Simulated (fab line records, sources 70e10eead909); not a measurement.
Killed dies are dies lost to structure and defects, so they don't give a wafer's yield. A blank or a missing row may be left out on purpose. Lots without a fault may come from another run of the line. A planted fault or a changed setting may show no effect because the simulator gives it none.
A sampling plan put to the test | flow nand_harc | one fab line, 38 faults that these records tell of, each judged on the records of the lots that it struck
The plan is the line's own looks: the steps of the route at which a gauge or an inspection reads the wafer and doesn't change it. A look can be judged if struck wafers have a number there and the file gives its usual mean and standard deviation on fault-free wafers. Caught: at a look after the fault's first step, the mean of the struck wafers lies 4 or more of those standard deviations (sigma) from the usual mean. On the tool: the same test on the tool's own readings at the fault's steps. Another recipe on the struck wafers, or a record that is blank for them alone, also counts as caught.

THE FAULTS, as the simulator had put them in
1. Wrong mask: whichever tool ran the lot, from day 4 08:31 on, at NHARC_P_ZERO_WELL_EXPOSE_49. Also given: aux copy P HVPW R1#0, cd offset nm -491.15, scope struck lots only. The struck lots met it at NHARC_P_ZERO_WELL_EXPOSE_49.
2. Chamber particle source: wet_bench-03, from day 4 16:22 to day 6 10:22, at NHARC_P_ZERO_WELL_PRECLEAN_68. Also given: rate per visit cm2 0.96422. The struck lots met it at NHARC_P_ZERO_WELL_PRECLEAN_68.
3. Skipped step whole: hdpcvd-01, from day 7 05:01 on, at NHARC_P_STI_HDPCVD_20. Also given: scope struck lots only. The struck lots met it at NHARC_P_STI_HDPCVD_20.
4. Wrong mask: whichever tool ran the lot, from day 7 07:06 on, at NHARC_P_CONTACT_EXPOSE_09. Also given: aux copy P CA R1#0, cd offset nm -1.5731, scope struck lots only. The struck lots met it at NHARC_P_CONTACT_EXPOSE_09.
5. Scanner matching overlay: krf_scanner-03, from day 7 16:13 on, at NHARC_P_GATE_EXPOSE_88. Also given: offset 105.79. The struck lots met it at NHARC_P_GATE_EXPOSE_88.
6. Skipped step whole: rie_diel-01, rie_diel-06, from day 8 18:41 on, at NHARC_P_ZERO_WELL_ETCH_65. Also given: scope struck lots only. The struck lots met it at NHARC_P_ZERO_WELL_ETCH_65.
7. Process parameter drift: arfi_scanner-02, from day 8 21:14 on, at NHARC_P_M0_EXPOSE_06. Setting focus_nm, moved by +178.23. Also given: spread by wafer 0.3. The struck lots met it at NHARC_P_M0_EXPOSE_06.
8. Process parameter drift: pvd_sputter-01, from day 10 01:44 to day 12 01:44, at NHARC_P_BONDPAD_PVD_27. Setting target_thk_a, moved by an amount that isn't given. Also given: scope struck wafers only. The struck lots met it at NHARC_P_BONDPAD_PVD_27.
9. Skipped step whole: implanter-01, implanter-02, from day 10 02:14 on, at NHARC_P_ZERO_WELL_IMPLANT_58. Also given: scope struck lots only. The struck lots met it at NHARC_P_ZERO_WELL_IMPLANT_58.
10. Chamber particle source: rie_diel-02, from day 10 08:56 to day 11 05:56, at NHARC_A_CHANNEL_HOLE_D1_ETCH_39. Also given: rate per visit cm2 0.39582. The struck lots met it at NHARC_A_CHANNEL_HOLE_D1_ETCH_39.
11. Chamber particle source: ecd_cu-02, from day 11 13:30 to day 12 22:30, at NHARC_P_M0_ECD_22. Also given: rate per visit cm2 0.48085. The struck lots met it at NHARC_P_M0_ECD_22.
12. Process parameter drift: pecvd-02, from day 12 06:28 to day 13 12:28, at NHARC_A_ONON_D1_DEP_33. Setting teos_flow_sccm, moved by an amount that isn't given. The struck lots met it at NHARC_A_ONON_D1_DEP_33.
13. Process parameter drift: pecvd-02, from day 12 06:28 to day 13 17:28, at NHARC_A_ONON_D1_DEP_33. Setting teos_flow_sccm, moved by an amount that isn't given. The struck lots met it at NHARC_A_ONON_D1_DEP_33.
14. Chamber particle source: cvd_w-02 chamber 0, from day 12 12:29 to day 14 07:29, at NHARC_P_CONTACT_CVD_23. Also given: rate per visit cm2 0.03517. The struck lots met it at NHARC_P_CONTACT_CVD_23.
15. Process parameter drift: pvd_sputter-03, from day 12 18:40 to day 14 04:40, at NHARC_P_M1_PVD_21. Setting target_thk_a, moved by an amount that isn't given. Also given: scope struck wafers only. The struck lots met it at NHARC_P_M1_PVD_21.
16. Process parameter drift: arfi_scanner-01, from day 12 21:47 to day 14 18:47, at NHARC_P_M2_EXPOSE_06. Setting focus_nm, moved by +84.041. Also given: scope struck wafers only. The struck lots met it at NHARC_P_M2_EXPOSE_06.
17. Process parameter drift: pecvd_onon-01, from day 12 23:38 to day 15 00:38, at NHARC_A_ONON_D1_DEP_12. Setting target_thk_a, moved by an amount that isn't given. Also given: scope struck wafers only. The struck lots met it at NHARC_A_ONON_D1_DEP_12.
18. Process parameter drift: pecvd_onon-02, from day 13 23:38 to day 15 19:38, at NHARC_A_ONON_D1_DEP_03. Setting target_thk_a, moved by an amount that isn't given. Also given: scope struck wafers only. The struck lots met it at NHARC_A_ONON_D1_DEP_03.
19. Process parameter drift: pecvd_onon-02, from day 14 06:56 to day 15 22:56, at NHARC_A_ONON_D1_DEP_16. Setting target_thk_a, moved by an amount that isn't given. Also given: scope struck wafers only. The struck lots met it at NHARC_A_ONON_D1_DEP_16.
20. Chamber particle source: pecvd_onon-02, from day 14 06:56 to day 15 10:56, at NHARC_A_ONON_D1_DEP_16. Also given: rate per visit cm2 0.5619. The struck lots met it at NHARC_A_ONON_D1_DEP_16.
21. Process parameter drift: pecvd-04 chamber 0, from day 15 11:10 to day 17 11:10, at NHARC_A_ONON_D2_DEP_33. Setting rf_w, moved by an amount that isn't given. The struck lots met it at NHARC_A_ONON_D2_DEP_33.
22. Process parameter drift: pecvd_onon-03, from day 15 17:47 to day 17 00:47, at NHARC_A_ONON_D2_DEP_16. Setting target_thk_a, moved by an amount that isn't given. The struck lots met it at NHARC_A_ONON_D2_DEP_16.
23. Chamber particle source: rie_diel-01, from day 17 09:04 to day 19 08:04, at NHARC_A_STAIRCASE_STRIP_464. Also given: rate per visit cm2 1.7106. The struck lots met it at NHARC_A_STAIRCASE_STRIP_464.
24. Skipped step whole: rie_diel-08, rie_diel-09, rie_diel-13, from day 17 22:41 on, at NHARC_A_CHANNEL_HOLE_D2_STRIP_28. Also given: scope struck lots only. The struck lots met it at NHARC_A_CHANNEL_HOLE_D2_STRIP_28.
25. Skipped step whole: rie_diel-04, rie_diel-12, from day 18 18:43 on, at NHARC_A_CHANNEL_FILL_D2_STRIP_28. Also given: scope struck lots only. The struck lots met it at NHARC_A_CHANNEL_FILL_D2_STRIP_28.
26. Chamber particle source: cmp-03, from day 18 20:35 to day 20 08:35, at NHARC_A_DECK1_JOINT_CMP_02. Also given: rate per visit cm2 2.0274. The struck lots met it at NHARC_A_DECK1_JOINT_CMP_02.
27. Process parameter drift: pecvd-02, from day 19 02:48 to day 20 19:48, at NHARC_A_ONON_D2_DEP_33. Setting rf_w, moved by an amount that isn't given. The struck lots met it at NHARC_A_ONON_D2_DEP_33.
28. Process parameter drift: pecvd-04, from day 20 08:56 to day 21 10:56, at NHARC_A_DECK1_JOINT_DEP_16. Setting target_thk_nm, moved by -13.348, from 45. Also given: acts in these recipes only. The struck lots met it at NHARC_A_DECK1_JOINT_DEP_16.
29. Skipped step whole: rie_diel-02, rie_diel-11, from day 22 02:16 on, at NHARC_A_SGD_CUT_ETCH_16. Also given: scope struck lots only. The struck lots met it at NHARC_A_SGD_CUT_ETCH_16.
30. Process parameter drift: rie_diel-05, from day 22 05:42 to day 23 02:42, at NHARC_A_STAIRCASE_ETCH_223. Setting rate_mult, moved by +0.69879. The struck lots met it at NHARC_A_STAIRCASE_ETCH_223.
31. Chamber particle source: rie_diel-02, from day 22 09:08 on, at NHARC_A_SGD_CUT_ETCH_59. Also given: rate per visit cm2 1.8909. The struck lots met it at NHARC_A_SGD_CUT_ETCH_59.
32. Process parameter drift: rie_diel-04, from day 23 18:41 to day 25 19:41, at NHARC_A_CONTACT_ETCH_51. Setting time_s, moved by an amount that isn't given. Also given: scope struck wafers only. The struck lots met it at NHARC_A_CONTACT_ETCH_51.
33. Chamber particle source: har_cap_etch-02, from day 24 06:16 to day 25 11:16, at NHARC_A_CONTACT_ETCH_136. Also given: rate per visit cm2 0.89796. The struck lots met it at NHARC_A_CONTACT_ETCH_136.
34. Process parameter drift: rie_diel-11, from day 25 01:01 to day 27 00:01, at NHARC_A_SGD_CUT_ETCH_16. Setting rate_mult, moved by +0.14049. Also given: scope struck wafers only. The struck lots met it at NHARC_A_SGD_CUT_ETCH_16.
35. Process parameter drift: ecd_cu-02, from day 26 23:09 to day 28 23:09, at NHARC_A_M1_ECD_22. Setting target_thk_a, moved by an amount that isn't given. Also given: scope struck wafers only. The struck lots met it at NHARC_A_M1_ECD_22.
36. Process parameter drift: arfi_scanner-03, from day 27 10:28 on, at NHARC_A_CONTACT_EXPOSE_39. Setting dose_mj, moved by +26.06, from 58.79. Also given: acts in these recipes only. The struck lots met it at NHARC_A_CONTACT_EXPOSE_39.
37. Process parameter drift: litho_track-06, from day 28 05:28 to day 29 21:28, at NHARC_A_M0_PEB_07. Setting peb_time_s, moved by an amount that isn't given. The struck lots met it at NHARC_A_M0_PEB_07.
38. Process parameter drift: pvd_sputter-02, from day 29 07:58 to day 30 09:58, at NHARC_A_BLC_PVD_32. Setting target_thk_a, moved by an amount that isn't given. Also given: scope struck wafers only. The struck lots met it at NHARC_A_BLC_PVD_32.

WHAT THE PLAN SAW
fault | on the tool itself                               | first look that catches it                      | reading, sigma                                       | median hours from its first step to that look | hours from the fault's start to the first struck lot there | judged looks passed uncaught
1     | no reading that can be judged                    | NHARC_P_ZERO_WELL_CD_MEAS_52                    | cd_nm -99 or beyond                                  | 0.2                                           | 5                                                          | 0
2     | no reading that can be judged                    | NHARC_P_ZERO_WELL_INSPECT_43                    | raw_defect_count +99 or beyond                       | 1.1                                           | 13                                                         | 0
3     | no reading that can be judged                    | NHARC_END_SORT_01                               | killed_at_periphery +99 or beyond                    | 507.7                                         | 514                                                        | 0
4     | under 2 sigma                                    | none of the 2 looks that can be judged after it | strongest: cd_nm at NHARC_P_CONTACT_CD_MEAS_12, -2.5 | -                                             | -                                                          | 2
5     | under 2 sigma                                    | no look after it can be judged                  | -                                                    | -                                             | -                                                          | 0
6     | the tool's record is blank for the struck wafers | NHARC_END_SORT_01                               | killed_at_periphery +99 or beyond                    | 532.2                                         | 522                                                        | 0
7     | no reading that can be judged                    | no look after it can be judged                  | -                                                    | -                                             | -                                                          | 0
8     | under 2 sigma                                    | NHARC_END_SORT_01                               | killed_at_periphery +99 or beyond                    | 432.1                                         | 435                                                        | 0
9     | the tool's record is blank for the struck wafers | NHARC_END_SORT_01                               | killed_at_periphery +99 or beyond                    | 537.2                                         | 544                                                        | 0
10    | under 2 sigma                                    | NHARC_A_CHANNEL_HOLE_D1_INSPECT_40              | raw_defect_count +8.4                                | 7.4                                           | 16                                                         | 0
11    | under 2 sigma                                    | NHARC_END_SORT_01                               | killed_at_periphery +82                              | 428.8                                         | 438                                                        | 0
12    | mfc_precursor_sccm +21 sigma                     | NHARC_A_ONON_D1_THK_MEAS_34                     | thk_nm +6.0                                          | 0.4                                           | 12                                                         | 0
13    | mfc_precursor_sccm -32 sigma                     | NHARC_A_ONON_D1_THK_MEAS_34                     | thk_nm -6.6                                          | 0.4                                           | 12                                                         | 0
14    | under 2 sigma                                    | NHARC_END_SORT_01                               | killed_at_periphery +6.6                             | 424.7                                         | 433                                                        | 1
15    | under 2 sigma                                    | NHARC_END_SORT_01                               | killed_at_periphery +99 or beyond                    | 443.7                                         | 473                                                        | 0
16    | under 2 sigma                                    | NHARC_P_M2_CD_MEAS_09                           | cd_nm +13                                            | 0.1                                           | 29                                                         | 0
17    | no reading that can be judged                    | NHARC_A_ONON_D1_THK_MEAS_14                     | thk_nm -35                                           | 0.5                                           | 20                                                         | 0
18    | no reading that can be judged                    | NHARC_A_ONON_D1_THK_MEAS_05                     | thk_nm -12                                           | 0.5                                           | 34                                                         | 0
19    | no reading that can be judged                    | NHARC_A_ONON_D1_THK_MEAS_18                     | thk_nm +49                                           | 0.3                                           | 0                                                          | 0
20    | no reading that can be judged                    | NHARC_END_SORT_01                               | killed_dies +4.2                                     | 374.1                                         | 373                                                        | 0
21    | rf_fwd_power_W +99 or beyond sigma               | NHARC_A_ONON_D2_THK_MEAS_34                     | thk_nm +5.0                                          | 0.4                                           | 25                                                         | 0
22    | no reading that can be judged                    | NHARC_A_ONON_D2_THK_MEAS_18                     | thk_nm -21                                           | 0.5                                           | 8                                                          | 0
23    | no reading that can be judged                    | NHARC_END_SORT_01                               | killed_dies +4.5                                     | 177.9                                         | 187                                                        | 2
24    | the tool's record is blank for the struck wafers | NHARC_END_SORT_01                               | killed_dies +34                                      | 252.7                                         | 257                                                        | 0
25    | the tool's record is blank for the struck wafers | NHARC_END_SORT_01                               | killed_dies +34                                      | 238.1                                         | 237                                                        | 0
26    | under 2 sigma                                    | NHARC_A_DECK1_JOINT_INSPECT_05                  | raw_defect_count +8.6                                | 0.7                                           | 5                                                          | 0
27    | rf_fwd_power_W +99 or beyond sigma               | NHARC_A_ONON_D2_THK_MEAS_34                     | thk_nm +6.2                                          | 0.4                                           | 3                                                          | 0
28    | under 2 sigma                                    | NHARC_A_DECK1_JOINT_THK_MEAS_17                 | thk_nm -12                                           | 0.3                                           | 15                                                         | 0
29    | the tool's record is blank for the struck wafers | NHARC_END_SORT_01                               | killed_dies +34                                      | 131.7                                         | 131                                                        | 0
30    | oes_product_au +24 sigma                         | NHARC_END_SORT_01                               | killed_dies +34                                      | 186.0                                         | 182                                                        | 0
31    | under 2 sigma                                    | NHARC_END_SORT_01                               | killed_dies +4.5                                     | 123.3                                         | 151                                                        | 1
32    | run_length_s -99 or beyond sigma                 | NHARC_END_SORT_01                               | killed_dies +34                                      | 72.3                                          | 93                                                         | 0
33    | no reading that can be judged                    | none of the 2 looks that can be judged after it | strongest: killed_dies at NHARC_END_SORT_01, +3.0    | -                                             | -                                                          | 2
34    | oes_product_au +5.2 sigma                        | NHARC_END_SORT_01                               | killed_dies +34                                      | 119.5                                         | 166                                                        | 0
35    | no reading that can be judged                    | not the one look that can be judged after it    | -                                                    | -                                             | -                                                          | 1
36    | exposure_dose_mJ_cm2 +99 or beyond sigma         | NHARC_A_CONTACT_CD_MEAS_42                      | cd_nm +42                                            | 0.1                                           | 4                                                          | 0
37    | heater_power_total_W +10 sigma                   | not the one look that can be judged after it    | strongest: cd_nm at NHARC_A_M0_CD_MEAS_09, -3.2      | -                                             | -                                                          | 1
38    | under 2 sigma                                    | NHARC_END_SORT_01                               | killed_dies +34                                      | 43.5                                          | 65                                                         | 0
A dash: the fault isn't caught, or these records don't give the number.

Caught at a look: 32 of 38. Caught on the tool: 14 of 38. By one or the other: 33 of 38.
Caught on the tool alone: fault 37.
Caught at a look alone: faults 1, 2, 3, 8, 10, 11, 14, 15, 16, 17, 18, 19, 20, 22, 23, 26, 28, 31, 38.
Caught by neither: faults 4, 5, 7, 33, 35.

THINNER SAMPLING
If the look that catches a fault measured only every second or every third lot, by lot number, the first struck lot would be measured this late in the worst case:
fault | struck lots at that look, in order of time | every lot | every second lot | every third lot
1     | L750                                       | 5 h       | may miss it      | may miss it
2     | L887, L889                                 | 13 h      | may miss all 2   | may miss all 2
3     | L695, L693, L694                           | 514 h     | 521 h            | 521 h
6     | L998, L100, L999                           | 522 h     | 566 h            | 566 h
8     | L945, L947                                 | 435 h     | may miss all 2   | may miss all 2
9     | L868, L867, L869                           | 544 h     | 554 h            | 562 h
10    | L621, L622                                 | 16 h      | 25 h             | may miss all 2
11    | L585, L584                                 | 438 h     | 447 h            | may miss all 2
12    | L408, L410                                 | 12 h      | may miss all 2   | may miss all 2
13    | L714, L716                                 | 12 h      | may miss all 2   | may miss all 2
14    | L582, L584                                 | 433 h     | may miss all 2   | may miss all 2
15    | L693                                       | 473 h     | may miss it      | may miss it
16    | L678                                       | 29 h      | may miss it      | may miss it
17    | L175, L174, L176                           | 20 h      | 23 h             | 43 h
18    | L390, L391                                 | 34 h      | 39 h             | may miss all 2
19    | L220, L219                                 | 0 h       | 1 h              | may miss all 2
20    | L630                                       | 373 h     | may miss it      | may miss it
21    | L503, L505                                 | 25 h      | may miss all 2   | may miss all 2
22    | L361, L363                                 | 8 h       | may miss all 2   | may miss all 2
23    | L828, L831                                 | 187 h     | 204 h            | may miss all 2
24    | L221, L223, L222                           | 257 h     | 294 h            | 294 h
25    | L184, L182, L183                           | 237 h     | 244 h            | 244 h
26    | L906, L908                                 | 5 h       | may miss all 2   | may miss all 2
27    | L613, L614                                 | 3 h       | 12 h             | may miss all 2
28    | L713, L714                                 | 15 h      | 26 h             | may miss all 2
29    | L414, L415, L417                           | 131 h     | 146 h            | may miss all 3
30    | L839, L840                                 | 182 h     | 199 h            | may miss all 2
31    | L274                                       | 151 h     | may miss it      | may miss it
32    | L601, L603                                 | 93 h      | may miss all 2   | may miss all 2
34    | L399                                       | 166 h     | may miss it      | may miss it
36    | L883, L886                                 | 4 h       | 60 h             | may miss all 2
38    | L384                                       | 65 h      | may miss it      | may miss it
Hours are from the fault's start to the first struck lot that is measured. The limit of 4 sigma was tested on all struck wafers together, so one lot alone may lie under it. Other struck lots may not be in these records.

THE LONGEST TIMED WAY FROM STEP TO LOOK
Fault 9: a median of 537.2 hours passes between NHARC_P_ZERO_WELL_IMPLANT_58 and NHARC_END_SORT_01. No look between them can be judged.
